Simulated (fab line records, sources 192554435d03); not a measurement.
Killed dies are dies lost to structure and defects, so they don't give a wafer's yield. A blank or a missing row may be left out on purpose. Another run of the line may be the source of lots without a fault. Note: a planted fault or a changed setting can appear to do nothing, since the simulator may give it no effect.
fab line records	flow n5Finfet
record lots=5	wafers=15	lastDay=17
route steps=1938 shown BEOL_M0_SAQP@656
lots untouched by any fault: they come from a run of this same line in which no faults occurred
startH: the number of hours between the record's first day and the start of the first shown wafer of the lot	waitH: how many hours have passed since the lot's step before this one	" identical to the entry in the row above	L1.1+2: a row that stands for several wafers	- no value, or no start given	* or withheld: withheld	< > ~ a bound
route shown NAME@n: a module of which the file shows steps, and the number in the route of the first	usual: mean and standard deviation over wafers with no fault	same: alike in all rows	chamber/n: place in a boat	sites: per-site readings	_std_site: how widely they spread, as a standard deviation	_edge_site: inner sites' mean taken away from outer sites' mean	radiusMm: how far each site lies from the wafer's centre	mask NAME#n: copy n	behind: the most recent tool/chamber to have shaped the wafer	hold: cause of the lot's hold/its duration in hours/its outcome	device: names the non-switching transistor (n, p or np)	end of line: tests of these same wafers at the route's end	a step given without rows: its recipe and nothing more	killed: count of dies lost to structure and defects at first sort (not the wafer's yield)	map: a wafer's dies, marking killed ones x, the rest . and places with no die _
set.NAME: setting as actually run; set.NAME@STEP: the setting as run at that earlier step	model.NAME: the simulator's own value behind a step, which no gauge read
certain route steps with their lots: each step a table, each wafer a row
services: the hour from which a tool's chamber was out of use, counted from the record's first day as startH (under 0 if before that day), plus the number of hours and why
## steps
# step N5_BEOL_M0_SAQP_HM_OPEN_112
# recipe chemistry=CHF3/O2	target=SiO2	stopOn=a-Si	targetDepthA=120	overEtchFrac=1.25	maskMaterial=SOC	timeS=13.5	pressureMtorr=30	sourceW=650	biasW=170	Ar_flow_sccm=200	CHF3_flow_sccm=50	O2_flow_sccm=5	ionEnergyEv=200	ends=endPoint
# usual drypumpMotorCurrentA=5.6/0.55	oesProductAu=0.50/0.054	rfVppV=517/9.8	showerheadPlenumPTorr=2.39/0.085	throttleValvePct=18.77/0.23
lot.wafer	tool	chamber	startH	waitH	drypumpMotorCurrentA	oesProductAu	rfHoursCounterH	rfVppV	showerheadPlenumPTorr	throttleValvePct
L083.3	rieDiel-04	0	167.66	0.0	5.1	0.46	205	532	2.28	18.67
L083.4	"	2	"	"	6.3	0.47	215	506	2.37	19.06
L083.6	"	1	"	"	5.0	0.48	-	504	2.31	18.83
L086.2	rieDiel-04	0	184.24	0.0	5.1	0.46	210	532	2.28	18.70
L086.5	"	3	"	"	6.1	0.51	-	509	2.31	18.79
L086.6	"	0	"	"	5.1	0.46	-	531	2.28	18.67
L090.1	rieDiel-05	0	205.63	0.0	5.5	0.57	54	523	2.45	18.32
L090.2	"	2	"	"	5.7	0.43	248	524	2.47	18.58
L090.4	"	1	"	"	5.8	0.46	249	519	2.28	18.83
L094.3	rieDiel-03	1	227.43	0.0	4.9	0.55	63	529	2.53	19.01
L094.4	"	0	"	"	5.6	0.63	2	511	2.36	18.60
L094.5	"	1	"	"	4.9	0.55	-	527	2.53	19.01
L096.3	rieDiel-04	2	239.48	0.0	6.3	0.45	236	507	2.37	19.09
L096.4	"	0	"	"	5.1	0.46	227	532	2.28	18.72
L096.5	"	3	"	"	6.1	0.49	-	506	2.31	18.81
# step N5_BEOL_M0_SAQP_STRIP_113
# recipe chemistry=CHF3/O2	resist=SiARC	rfFrequencyHz=6e+07
lot.wafer	tool	chamber	startH	waitH
L083.3+4+6	rieDiel-04	0,2,1	167.71	0.0
L086.2+5+6	rieDiel-04	0,3,0	184.29	0.0
L090.1+2+4	rieDiel-05	0,2,1	205.68	0.0
L094.3+4+5	rieDiel-03	1,0,1	227.48	0.0
L096.3+4+5	rieDiel-04	2,0,3	239.53	0.0
# step N5_BEOL_M0_SAQP_MANDREL_ETCH_20
# recipe targetDepthA=600	chemistry=HBr/Cl2	target=a-Si	stopOn=SiNx	btTimeS=10	maskMaterial=SOC	overEtchFrac=0.5	timeS=30	pressureMtorr=10	icpW=800	biasW=75	HBr_flow_sccm=150	Cl2_flow_sccm=80	ends=endPoint
# usual drypumpMotorCurrentA=5.9/0.36	oesProductAu=0.773/0.013	throttleValvePct=35.3/0.39
lot.wafer	tool	chamber	startH	waitH	drypumpMotorCurrentA	oesProductAu	rfHoursCounterH	throttleValvePct
L083.3	rieSi-05	1	167.74	0.0	5.8	0.791	10	34.9
L083.4	"	0	"	"	5.8	0.783	-	35.2
L083.6	"	3	"	"	5.7	0.761	-	35.3
L086.2	rieSi-05	1	184.32	0.0	5.9	0.788	10	34.9
L086.5	"	3	"	"	5.7	0.755	-	35.3
L086.6	"	0	"	"	5.8	0.774	-	35.2
L090.1	rieSi-01	0	205.71	0.0	6.8	0.777	133	35.5
L090.2	"	3	"	"	5.7	0.752	163	35.8
L090.4	"	2	"	"	5.5	0.762	58	34.9
L094.3	rieSi-06	1	227.51	0.0	6.1	0.775	19	35.7
L094.4	"	0	"	"	6.1	0.778	78	34.9
L094.5	"	0	"	"	6.1	0.783	-	34.9
L096.3	rieSi-05	2	239.56	0.0	6.4	0.764	171	36.1
L096.4	"	0	"	"	5.9	0.783	25	35.2
L096.5	"	1	"	"	5.8	0.788	-	34.9
# step N5_BEOL_M0_SAQP_STRIP_86
# recipe chemistry=N2/H2	powerW=500	tempC=40	pressureMtorr=50	rfFrequencyHz=6e+07	overashFraction=0.3	biasPowerW=28	h2Frac=0.5	n2FlowSccm=300	h2FlowSccm=300
# usual drypumpMotorCurrentA=5.6/0.55	oesProductAu=0.77/0.097	rfVppV=121.8/1.6	showerheadPlenumPTorr=3.34/0.12	throttleValvePct=18.9/0.49
lot.wafer	tool	chamber	startH	waitH	drypumpMotorCurrentA	oesProductAu	rfHoursCounterH	rfVppV	showerheadPlenumPTorr	throttleValvePct
L083.3	rieDiel-04	0	167.90	0.1	5.1	0.70	205	124.3	3.19	18.8
L083.4	"	2	"	"	6.3	0.70	215	121.8	3.33	19.6
L083.6	"	0	"	"	5.1	0.71	-	120.2	3.19	18.8
L086.2	rieDiel-03	1	184.55	0.2	4.9	0.86	47	119.9	3.55	19.4
L086.5	"	0	"	"	5.7	0.68	-	121.9	3.29	19.3
L086.6	"	1	"	"	4.9	0.86	-	125.3	3.55	19.4
L090.1	rieDiel-03	1	205.97	0.2	4.9	0.86	55	123.1	3.55	19.5
L090.2	"	2	"	"	6.6	0.74	165	120.0	3.46	18.6
L090.4	"	3	"	"	5.5	0.94	-	122.2	3.30	19.0
L094.3	rieDiel-03	3	227.61	0.1	5.5	0.92	16	122.7	3.30	19.1
L094.4	"	0	"	"	5.7	0.96	2	122.6	3.29	19.0
L094.5	"	2	"	"	6.6	0.73	-	125.3	3.46	18.6
L096.3	rieDiel-03	3	239.66	0.1	5.4	0.93	19	121.0	3.29	19.1
L096.4	"	2	"	"	6.6	0.73	176	122.2	3.45	18.6
L096.5	"	1	"	"	4.9	0.82	-	124.4	3.54	19.5
# step N5_BEOL_M0_SAQP_STRIP_115
# recipe chemistry=postEtchResidueRemover	timeS=60	tempC=25	removerPh=withheld	removerWaterWtPct=withheld	removerFluorideWtPct=withheld
lot.wafer	tool	chamber	startH	waitH
L083.3+4+6	wetBench-04	5,7,6	167.97	-
L086.2+5+6	wetBench-03	7,6,4	184.62	-
L090.1+2+4	wetBench-05	4,5,7	206.04	-
L094.3+4+5	wetBench-03	2,0,1	227.68	-
L096.3+4+5	wetBench-03	7,3,2	239.73	-
# step N5_BEOL_M0_SAQP_SRD_93
# recipe dry=ipaMarangoni	timeS=30	tempC=23	rinseLiquid=diw
lot.wafer	tool	chamber	startH	waitH
L083.3+4+6	wetBench-04	5,7,6	167.99	0.0
L086.2+5+6	wetBench-03	7,6,4	184.64	0.0
L090.1+2+4	wetBench-05	4,5,7	206.06	0.0
L094.3+4+5	wetBench-03	2,0,1	227.70	0.0
L096.3+4+5	wetBench-03	7,3,2	239.75	0.0
# step N5_BEOL_M0_SAQP_RECESS_114
# recipe chemistry=HF/NH3	target=SiO2	targetDepthA=144	afsCycles=3	tempC=30	sublimationTempC=180	sublimationTimeS=60
# usual drypumpMotorCurrentA=5.6/0.34	forelinePTorr=0.1279/0.00058
lot.wafer	tool	chamber	startH	waitH	drypumpMotorCurrentA	forelinePTorr
L083.3	vaporEtch-01	1	168.15	0.1	5.3	0.1281
L083.4	"	0	"	"	5.6	0.1282
L083.6	"	1	"	"	5.3	0.1277
L086.2	vaporEtch-01	1	184.68	0.0	5.3	0.1279
L086.5	"	0	"	"	5.6	0.1284
L086.6	"	1	"	"	5.3	0.1274
L090.1	vaporEtch-01	1	206.10	0.0	5.3	0.1282
L090.2	"	0	"	"	5.6	0.1282
L090.4	"	0	"	"	5.6	0.1295
L094.3	vaporEtch-01	0	228.04	0.3	5.6	0.1282
L094.4	"	1	"	"	5.3	0.1278
L094.5	"	1	"	"	5.3	0.1279
L096.3	vaporEtch-02	1	240.19	0.4	6.3	0.1272
L096.4	"	0	"	"	5.4	0.1282
L096.5	"	1	"	"	6.3	0.1276
# step N5_BEOL_M0_SAQP_SPACER1_ALD_98
# recipe material=SiO2	targetThkA=128	tempC=300	aldPrecursorFamily=BDEAS	aldCoReactant=O2-plasma	pulseTimeS=1	purgeTimeS=2	coReactantPurgeTimeS=2	aldCycles=138	pressureTorr=2
# usual heaterPowerW=456/39	precursorPulseHeightRel=1.000/0.02
lot.wafer	tool	chamber	startH	waitH	heaterPowerW	precursorPulseHeightRel
L083.3	aldSin-02	0	168.97	0.7	443	0.983
L083.4	"	3	"	"	419	0.998
L083.6	"	3	"	"	417	1.028
L086.2	aldSin-03	0	185.26	0.4	509	1.008
L086.5	"	1	"	"	388	1.016
L086.6	"	0	"	"	516	1.015
L090.1	aldSin-02	0	206.48	0.3	439	1.006
L090.2	"	3	"	"	412	0.997
L090.4	"	2	"	"	467	0.997
L094.3	aldSin-04	2	228.31	0.1	450	0.975
L094.4	"	1	"	"	494	0.992
L094.5	"	2	"	"	455	1.005
L096.3	aldSin-03	3	240.46	0.1	478	0.993
L096.4	"	2	"	"	449	1.022
L096.5	"	2	"	"	445	0.997
# step N5_BEOL_M0_SAQP_SPACER1_ETCHBACK_99
# recipe chemistry=CHF3/O2	mode=anisotropicEtchback	target=SiO2	targetDepthA=154	timeS=7.7	pressureMtorr=30	sourceW=650	biasW=170	Ar_flow_sccm=200	CHF3_flow_sccm=50	O2_flow_sccm=5	ionEnergyEv=200
# usual drypumpMotorCurrentA=5.6/0.56	oesProductAu=0.78/0.1	rfVppV=518/9	showerheadPlenumPTorr=2.41/0.085	throttleValvePct=18.83/0.24
lot.wafer	tool	chamber	startH	waitH	drypumpMotorCurrentA	oesProductAu	rfHoursCounterH	rfVppV	showerheadPlenumPTorr	throttleValvePct
L083.3	rieDiel-03	0	169.45	0.3	5.7	0.68	240	512	2.37	19.04
L083.4	"	0	"	"	5.7	0.69	-	510	2.37	19.05
L083.6	"	2	"	"	6.6	0.77	-	525	2.50	18.79
L086.2	rieDiel-03	1	185.87	0.4	4.9	0.85	47	529	2.53	19.06
L086.5	"	2	"	"	6.6	0.76	-	526	2.49	18.81
L086.6	"	1	"	"	4.9	0.85	-	528	2.53	19.05
L090.1	rieDiel-03	3	206.96	0.3	5.4	0.95	8	513	2.37	18.80
L090.2	"	1	"	"	4.9	0.85	55	528	2.53	19.07
L090.4	"	1	"	"	4.9	0.85	-	528	2.53	19.07
L094.3	rieDiel-04	1	228.78	0.3	5.0	0.70	181	504	2.31	18.92
L094.4	"	0	"	"	5.1	0.69	224	532	2.28	18.78
L094.5	"	1	"	"	5.0	0.71	-	507	2.31	18.91
L096.3	rieDiel-03	1	240.93	0.3	4.9	0.83	67	527	2.53	19.09
L096.4	"	2	"	"	6.6	0.74	176	527	2.49	18.83
L096.5	"	2	"	"	6.6	0.74	-	525	2.49	18.83
# step N5_BEOL_M0_SAQP_MANDREL1_REMOVE_100
# recipe chemistry=HBr/Cl2/O2	btTimeS=10	target=a-Si	stopOn=SiNx	endpoint=OES-SiCl	overEtchFrac=0.85	icpW=600	biasW=30	HBr_flow_sccm=150	Cl2_flow_sccm=80	O2_flow_sccm=5	pressureMtorr=10
# usual drypumpMotorCurrentA=5.9/0.4	oesProductAu=1.001/0.016	throttleValvePct=36.6/0.41
lot.wafer	tool	chamber	startH	waitH	drypumpMotorCurrentA	oesProductAu	rfHoursCounterH	throttleValvePct
L083.3	rieSi-06	3	169.53	0.1	5.3	0.983	6	36.6
L083.4	"	0	"	"	6.1	1.001	77	36.2
L083.6	"	2	"	"	5.6	0.977	-	36.6
L086.2	rieSi-05	3	185.96	0.1	5.7	0.985	187	36.5
L086.5	"	2	"	"	6.4	1.002	-	37.4
L086.6	"	3	"	"	5.7	0.973	-	36.5
L090.1	rieSi-06	2	207.05	0.1	5.6	0.977	1	36.6
L090.2	"	3	"	"	5.3	0.996	7	36.6
L090.4	"	0	"	"	6.2	1.013	78	36.2
L094.3	rieSi-06	3	228.87	0.1	5.3	1.001	7	36.6
L094.4	"	0	"	"	6.1	1.011	78	36.2
L094.5	"	3	"	"	5.3	0.984	-	36.6
L096.3	rieSi-05	1	241.02	0.1	5.8	1.021	11	36.1
L096.4	"	3	"	"	5.7	1.022	0	37.0
L096.5	"	1	"	"	5.9	1.028	-	36.1
# step N5_BEOL_M0_SAQP_CD_MEAS_25
# recipe targetCdNm=13.1	landingEnergyEv=1000	detector=seInlens
# usual cdNm=12.79/0.23
lot.wafer	tool	chamber	startH	waitH	cdNm
L083.3	cdSem-02	0	169.65	0.1	12.68
L083.4	"	0	"	"	12.81
L083.6	"	0	"	"	12.85
L086.2	cdSem-01	0	186.07	0.1	12.77
L086.5	"	0	"	"	12.72
L086.6	"	0	"	"	12.68
L090.1	cdSem-01	0	207.16	0.1	12.91
L090.2	"	0	"	"	12.56
L090.4	"	0	"	"	12.61
L094.3	cdSem-01	0	228.98	0.1	12.36
L094.4	"	0	"	"	13.01
L094.5	"	0	"	"	12.52
L096.3	cdSem-03	0	241.13	0.1	12.94
L096.4	"	0	"	"	12.92
L096.5	"	0	"	"	12.73
# step N5_BEOL_M0_SAQP_ETCH_101
# recipe chemistry=CH3F/O2	target=SiNx	maskMaterial=SiO2	targetDepthA=299	timeS=42.7	pressureMtorr=30	sourceW=395	biasW=73	Ar_flow_sccm=150	CH3F_flow_sccm=30	O2_flow_sccm=20	ionEnergyEv=120
# usual drypumpMotorCurrentA=5.6/0.56	oesProductAu=0.78/0.096	rfVppV=293/5.6	showerheadPlenumPTorr=1.97/0.069	throttleValvePct=16.30/0.2
lot.wafer	tool	chamber	startH	waitH	drypumpMotorCurrentA	oesProductAu	rfHoursCounterH	rfVppV	showerheadPlenumPTorr	throttleValvePct
L083.3	rieDiel-04	3	169.68	0.0	6.0	0.79	123	288	1.92	16.31
L083.4	"	1	"	"	5.0	0.73	165	286	1.91	16.37
L083.6	"	0	"	"	5.1	0.72	-	302	1.89	16.25
L086.2	rieDiel-03	2	186.18	0.1	6.6	0.77	158	299	2.07	16.28
L086.5	"	3	"	"	5.4	0.99	-	291	1.97	16.22
L086.6	"	2	"	"	6.6	0.76	-	298	2.07	16.27
L090.1	rieDiel-05	2	207.19	0.0	5.7	0.65	248	297	2.05	16.18
L090.2	"	3	"	"	5.0	1.01	1	288	1.96	15.66
L090.4	"	0	"	"	5.5	0.86	54	295	2.03	15.86
L094.3	rieDiel-03	1	229.02	0.0	4.9	0.84	63	300	2.10	16.48
L094.4	"	0	"	"	5.7	0.97	3	289	1.96	16.12
L094.5	"	3	"	"	5.4	0.94	-	292	1.96	16.23
L096.3	rieDiel-03	2	241.20	0.1	6.6	0.75	176	299	2.06	16.30
L096.4	"	0	"	"	5.6	0.94	7	290	1.96	16.13
L096.5	"	3	"	"	5.4	0.93	-	292	1.96	16.26
# step N5_BEOL_M0_SAQP_ETCH_102
# recipe chemistry=CF4	target=SiO2	targetDepthA=40	ionEnergyEv=350	timeS=4.4	pressureMtorr=10	icpW=800	biasW=400	cf4FlowSccm=80
# usual drypumpMotorCurrentA=5.8/0.43	oesProductAu=0.996/0.018	throttleValvePct=21.74/0.25
lot.wafer	tool	chamber	startH	waitH	drypumpMotorCurrentA	oesProductAu	rfHoursCounterH	throttleValvePct
L083.3	rieSi-05	0	169.79	0.1	5.8	0.989	24	21.44
L083.4	"	1	"	"	5.9	1.038	-	21.46
L083.6	"	3	"	"	5.7	0.961	-	21.75
L086.2	rieSi-06	1	186.28	0.1	6.1	0.993	19	21.83
L086.5	"	3	"	"	5.3	0.998	-	21.57
L086.6	"	2	"	"	5.6	0.972	-	21.59
L090.1	rieSi-01	0	207.30	0.1	6.7	1.004	133	21.80
L090.2	"	3	"	"	5.7	0.963	163	22.18
L090.4	"	2	"	"	5.5	0.992	58	21.66
L094.3	rieSi-05	2	229.12	0.1	6.4	0.993	171	22.34
L094.4	"	2	"	"	6.4	0.998	-	22.38
L094.5	"	0	"	"	5.8	0.993	-	21.44
L096.3	rieSi-06	0	241.31	0.1	6.1	1.028	78	21.57
L096.4	"	3	"	"	5.3	1.010	7	21.59
L096.5	"	2	"	"	5.6	0.971	-	21.58
# step N5_BEOL_M0_SAQP_MANDREL_ETCH_103
# recipe chemistry=HBr/Cl2	target=a-Si	targetDepthA=450	btTimeS=10	stopOn=SiCN	maskMaterial=SiO2	overEtchFrac=0.8	timeS=27	pressureMtorr=10	icpW=800	biasW=75	HBr_flow_sccm=150	Cl2_flow_sccm=80	ends=endPoint
# usual drypumpMotorCurrentA=5.8/0.43	oesProductAu=0.684/0.011	throttleValvePct=35.4/0.36
lot.wafer	tool	chamber	startH	waitH	drypumpMotorCurrentA	oesProductAu	rfHoursCounterH	throttleValvePct
L083.3	rieSi-05	0	169.82	0.0	5.8	0.690	24	35.2
L083.4	"	1	"	"	5.9	0.702	-	34.9
L083.6	"	3	"	"	5.7	0.677	-	35.2
L086.2	rieSi-06	1	186.31	0.0	6.1	0.688	19	35.7
L086.5	"	3	"	"	5.3	0.677	-	35.3
L086.6	"	2	"	"	5.6	0.678	-	35.3
L090.1	rieSi-01	0	207.33	0.0	6.7	0.685	133	35.5
L090.2	"	3	"	"	5.7	0.674	163	35.8
L090.4	"	2	"	"	5.5	0.683	58	34.8
L094.3	rieSi-05	2	229.16	0.0	6.4	0.673	171	36.1
L094.4	"	2	"	"	6.4	0.688	-	36.1
L094.5	"	0	"	"	5.8	0.685	-	35.2
L096.3	rieSi-06	0	241.34	0.0	6.1	0.689	78	34.9
L096.4	"	3	"	"	5.3	0.672	7	35.3
L096.5	"	2	"	"	5.6	0.672	-	35.4
# step N5_BEOL_M0_SAQP_RECESS_104
# recipe chemistry=HF/NH3	target=SiO2	targetDepthA=180	afsCycles=3	tempC=30	sublimationTempC=180	sublimationTimeS=60
# usual drypumpMotorCurrentA=5.6/0.38	forelinePTorr=0.1281/0.00059
lot.wafer	tool	chamber	startH	waitH	drypumpMotorCurrentA	forelinePTorr
L083.3	vaporEtch-02	0	170.02	0.2	5.4	0.1274
L083.4	"	1	"	"	6.3	0.1283
L083.6	"	0	"	"	5.4	0.1272
L086.2	vaporEtch-02	0	186.39	0.1	5.4	0.1275
L086.5	"	1	"	"	6.3	0.1292
L086.6	"	0	"	"	5.4	0.1281
L090.1	vaporEtch-02	1	207.41	0.1	6.3	0.1287
L090.2	"	0	"	"	5.4	0.1280
L090.4	"	1	"	"	6.3	0.1288
L094.3	vaporEtch-01	1	229.36	0.2	5.3	0.1285
L094.4	"	0	"	"	5.6	0.1288
L094.5	"	0	"	"	5.6	0.1284
L096.3	vaporEtch-02	0	241.54	0.2	5.4	0.1277
L096.4	"	1	"	"	6.3	0.1267
L096.5	"	1	"	"	6.3	0.1285
# step N5_BEOL_M0_SAQP_COAT_105
# recipe resist=SOC	tempC=250	timeS=60	spinRpm=1500	resistThkNm=100
lot.wafer	tool	chamber	startH	waitH
L083.3+4+6	lithoTrack-05	0	170.29	0.2
L086.2+5+6	lithoTrack-04	0	186.78	0.3
L090.1+2+4	lithoTrack-04	0	207.80	0.3
L094.3+4+5	lithoTrack-04	0	229.63	0.2
L096.3+4+5	lithoTrack-03	0	241.82	0.2
# step N5_BEOL_M0_SAQP_ETCH_106
# recipe chemistry=N2/H2	target=SOC	targetDepthA=1500	stopOn=SiNx	ionEnergyEv=100	biasW=61	pressureMtorr=30	sourceW=850	n2FlowSccm=200	h2FlowSccm=200
# usual drypumpMotorCurrentA=5.6/0.5	oesProductAu=0.76/0.094	rfVppV=240.4/1.4	showerheadPlenumPTorr=2.51/0.085	throttleValvePct=17.7/0.37
lot.wafer	tool	chamber	startH	waitH	drypumpMotorCurrentA	oesProductAu	rfHoursCounterH	rfVppV	showerheadPlenumPTorr	throttleValvePct
L083.3	rieDiel-05	2	170.35	-	5.7	0.67	234	241.8	2.60	17.4
L083.4	"	3	"	"	5.0	0.68	247	240.9	2.49	17.5
L083.6	"	2	"	"	5.7	0.67	-	242.6	2.60	17.4
L086.2	rieDiel-05	2	186.88	-	5.7	0.66	240	239.6	2.60	17.4
L086.5	"	1	"	"	5.8	0.68	-	239.2	2.42	18.0
L086.6	"	0	"	"	5.5	0.88	-	239.5	2.57	17.1
L090.1	rieDiel-04	2	207.86	-	6.3	0.70	227	240.6	2.52	18.2
L090.2	"	0	"	"	5.1	0.69	218	237.8	2.41	17.7
L090.4	"	3	"	"	6.1	0.76	135	238.4	2.44	17.8
L094.3	rieDiel-05	3	229.68	-	5.0	0.95	9	239.4	2.49	17.1
L094.4	"	3	"	"	5.0	0.94	-	240.8	2.49	17.1
L094.5	"	2	"	"	5.7	0.65	-	242.0	2.59	17.4
L096.3	rieDiel-05	2	241.87	-	5.8	0.65	260	241.9	2.59	17.4
L096.4	"	2	"	"	5.7	0.65	-	240.8	2.59	17.4
L096.5	"	0	"	"	5.5	0.85	-	241.8	2.56	17.1
# step N5_BEOL_M0_SAQP_ETCH_107
# recipe chemistry=CH3F/O2	target=SiNx	targetDepthA=300	maskMaterial=SOC	pressureMtorr=30	sourceW=395	biasW=73	Ar_flow_sccm=150	CH3F_flow_sccm=30	O2_flow_sccm=20	ionEnergyEv=120
# usual drypumpMotorCurrentA=5.6/0.5	oesProductAu=0.77/0.098	rfVppV=293/5.4	showerheadPlenumPTorr=1.98/0.068	throttleValvePct=16.24/0.27
lot.wafer	tool	chamber	startH	waitH	drypumpMotorCurrentA	oesProductAu	rfHoursCounterH	rfVppV	showerheadPlenumPTorr	throttleValvePct
L083.3	rieDiel-05	2	170.41	0.0	5.7	0.67	234	296	2.06	16.14
L083.4	"	3	"	"	5.0	0.69	247	288	1.96	16.18
L083.6	"	2	"	"	5.8	0.67	-	297	2.06	16.15
L086.2	rieDiel-05	2	186.94	0.0	5.7	0.66	241	297	2.05	16.16
L086.5	"	1	"	"	5.8	0.67	-	294	1.89	16.39
L086.6	"	0	"	"	5.5	0.88	-	297	2.03	15.84
L090.1	rieDiel-04	2	207.92	0.0	6.3	0.70	227	288	1.96	16.59
L090.2	"	0	"	"	5.1	0.70	218	301	1.89	16.29
L090.4	"	3	"	"	6.1	0.77	135	287	1.91	16.32
L094.3	rieDiel-05	3	229.74	0.0	5.0	0.97	9	288	1.96	15.68
L094.4	"	3	"	"	5.0	0.97	-	288	1.96	15.67
L094.5	"	2	"	"	5.7	0.65	-	296	2.05	16.17
L096.3	rieDiel-05	2	241.93	0.0	5.7	0.64	260	297	2.05	16.20
L096.4	"	2	"	"	5.7	0.65	-	298	2.05	16.18
L096.5	"	0	"	"	5.5	0.86	-	298	2.03	15.88
# step N5_BEOL_M0_SAQP_STRIP_108
# recipe chemistry=N2/H2	powerW=500	tempC=40	pressureMtorr=50	rfFrequencyHz=6e+07	overashFraction=0.3	biasPowerW=28	h2Frac=0.5	n2FlowSccm=300	h2FlowSccm=300
# usual drypumpMotorCurrentA=5.6/0.5	oesProductAu=0.76/0.098	rfVppV=121.7/0.93	showerheadPlenumPTorr=3.32/0.11	throttleValvePct=18.8/0.57
lot.wafer	tool	chamber	startH	waitH	drypumpMotorCurrentA	oesProductAu	rfHoursCounterH	rfVppV	showerheadPlenumPTorr	throttleValvePct
L083.3	rieDiel-05	2	170.45	0.0	5.7	0.67	234	122.6	3.44	18.3
L083.4	"	3	"	"	5.0	0.67	247	120.3	3.30	18.5
L083.6	"	2	"	"	5.7	0.67	-	122.1	3.44	18.3
L086.2	rieDiel-05	2	186.98	0.0	5.7	0.66	241	122.8	3.43	18.3
L086.5	"	1	"	"	5.8	0.69	-	120.1	3.20	19.5
L086.6	"	0	"	"	5.5	0.89	-	123.1	3.39	17.9
L090.1	rieDiel-04	2	207.96	0.0	6.3	0.69	227	121.8	3.32	19.6
L090.2	"	0	"	"	5.1	0.69	218	120.3	3.19	18.8
L090.4	"	3	"	"	6.1	0.76	135	122.3	3.23	18.7
L094.3	rieDiel-05	3	229.78	0.0	5.0	0.96	9	122.0	3.29	18.1
L094.4	"	3	"	"	5.0	0.96	-	122.0	3.29	18.1
L094.5	"	2	"	"	5.7	0.65	-	123.7	3.43	18.3
L096.3	rieDiel-05	2	241.97	0.0	5.7	0.64	260	121.7	3.42	18.3
L096.4	"	2	"	"	5.8	0.65	-	121.2	3.42	18.3
L096.5	"	0	"	"	5.5	0.86	-	122.4	3.38	17.9
# step N5_BEOL_M0_SAQP_RECESS_109
# recipe chemistry=HF/NH3	target=SiO2	targetDepthA=30	afsCycles=1	tempC=30	sublimationTempC=180	sublimationTimeS=60
# usual drypumpMotorCurrentA=5.6/0.36	forelinePTorr=0.1280/0.00056
lot.wafer	tool	chamber	startH	waitH	drypumpMotorCurrentA	forelinePTorr
L083.3	vaporEtch-01	0	170.55	0.1	5.5	0.1268
L083.4	"	1	"	"	5.3	0.1278
L083.6	"	0	"	"	5.5	0.1276
L086.2	vaporEtch-01	1	187.04	0.0	5.3	0.1277
L086.5	"	1	"	"	5.3	0.1278
L086.6	"	0	"	"	5.6	0.1278
L090.1	vaporEtch-01	0	208.02	0.0	5.6	0.1277
L090.2	"	1	"	"	5.3	0.1271
L090.4	"	0	"	"	5.6	0.1279
L094.3	vaporEtch-01	1	229.89	0.1	5.3	0.1276
L094.4	"	0	"	"	5.6	0.1291
L094.5	"	1	"	"	5.3	0.1280
L096.3	vaporEtch-01	0	242.07	0.1	5.6	0.1281
L096.4	"	1	"	"	5.3	0.1281
L096.5	"	0	"	"	5.6	0.1281
## services
tool	chamber	startH	hours	kind
rieSi-01	1	145.51	2.4	repair
rieSi-06	3	146.01	1.5	repair
rieSi-05	-	149.31	2.8	pm
rieDiel-03	3	162.99	-	clean
rieDiel-03	3	162.99	-	consumableReplace:focusRing
rieDiel-03	3	162.99	17.8	scheduledDown
rieDiel-03	3	162.99	17.8	ventCycle
aldSin-04	-	176.75	14.0	pm
vaporEtch-02	-	179.59	2.8	pm
rieDiel-05	3	180.01	-	clean
rieDiel-05	3	180.01	-	consumableReplace:focusRing
rieDiel-05	3	180.01	23.3	scheduledDown
rieDiel-05	3	180.01	23.3	ventCycle
rieDiel-04	1	183.48	4.8	repair
wetBench-05	-	188.77	1.9	pm
rieDiel-03	0	193.33	-	clean
aldSin-02	3	197.40	3.8	repair
aldSin-04	3	203.34	4.1	repair
rieDiel-05	1	212.43	-	clean
rieDiel-05	1	212.43	-	consumableReplace:focusRing
rieDiel-05	1	212.43	-	consumableReplace:showerhead
rieDiel-05	1	212.43	30.8	scheduledDown
rieDiel-05	1	212.43	30.8	ventCycle
vaporEtch-01	-	231.04	2.8	pm
## key
fault none
